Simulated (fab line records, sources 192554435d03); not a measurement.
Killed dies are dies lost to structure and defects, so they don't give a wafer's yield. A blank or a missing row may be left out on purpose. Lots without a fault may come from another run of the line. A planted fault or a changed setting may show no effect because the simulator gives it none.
One fault seen from 3 desks | flow n5_finfet | each desk has only its own numbers; what lay behind them comes last

THE METROLOGY DESK
What the gauges read, lot by lot, whatever tool the lot ran on: means of the sampled wafers that have a number. A lot is out of limits, marked OUT, if its mean lies more than 4 standard deviations from the usual mean; the brackets give that distance.
Columns: A = cd_nm at N5_BEOL_M13_CD_MEAS_28, usual 209.2 nm
lot  | first seen here | A
L888 | day 13 14:47    | 210.2
L893 | day 14 22:50    | 208.6
L894 | day 15 04:50    | 210.9
L892 | day 15 14:05    | 211.2
L901 | day 17 06:28    | 207.5
L906 | day 18 15:22    | 211.6
L907 | day 18 21:05    | 207.0
L910 | day 19 10:31    | 206.2
L909 | day 19 11:10    | 210.4
L908 | day 21 00:20    | 209.7
This desk's finding: nothing out of limits on any of the 10 lots.

THE TOOL OWNER'S DESK: wet_bench-01
The tool's own readings at N5_BEOL_M13_STRIP_71 (strips in post etch residue remover, time 60 s): means of the sampled wafers that have a number, for each lot that ran on this tool. A lot is out of limits, marked OUT, if its mean lies more than 4 standard deviations from the usual mean; the brackets give that distance.
Columns: A = temp_c at N5_BEOL_M13_STRIP_71, usual 25.01 C
lot  | first seen here | A
L888 | day 13 14:17    | 24.97
L893 | day 14 22:26    | 24.92
L892 | day 15 13:34    | 25.00
L901 | day 17 06:05    | 25.01
L908 | day 20 23:55    | 24.96
This desk's finding: nothing out of limits on any of the 5 lots.

THE DEFECT DESK
What the inspections along the route counted, lot by lot: means of the sampled wafers that have a number. A lot is out of limits, marked OUT, if its mean lies more than 4 standard deviations from the usual mean; the brackets give that distance.
Columns: A = raw_defect_count at N5_BEOL_M13_INSPECT_30, usual 2.1
lot  | first seen here | A
L888 | day 13 14:50    | 2.3
L893 | day 14 22:54    | 3.0
L894 | day 15 04:53    | 2.3
L892 | day 15 14:08    | 2.3
L901 | day 17 06:31    | 100.3 (+65) OUT
L906 | day 18 15:26    | 1.3
L907 | day 18 21:09    | 1.3
L910 | day 19 10:35    | 1.0
L909 | day 19 11:13    | 1.3
L908 | day 21 00:23    | 2.7
This desk's finding: out of limits on L901; first on L901, day 17 06:31 (raw_defect_count at N5_BEOL_M13_INSPECT_30). In limits: L888, L893, L894, L892, L906, L907, L910, L909, L908.

PUT TOGETHER
The defect desk could have raised an alarm at day 17 06:31, on L901.
The metrology desk saw nothing out of limits.
The tool owner's desk saw nothing out of limits.
The metrology desk has L901 on record, within its limits.
The tool owner's desk has L901 on record, within its limits.
Of the lots named, all ran N5_BEOL_M13_STRIP_71 on wet_bench-01.

WHAT THE SIMULATOR HAD PUT IN
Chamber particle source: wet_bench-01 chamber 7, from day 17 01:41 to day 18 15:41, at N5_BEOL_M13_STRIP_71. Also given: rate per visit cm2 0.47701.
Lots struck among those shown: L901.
Hours from the fault's start to each desk's first reading out of limits: the defect desk, 5.
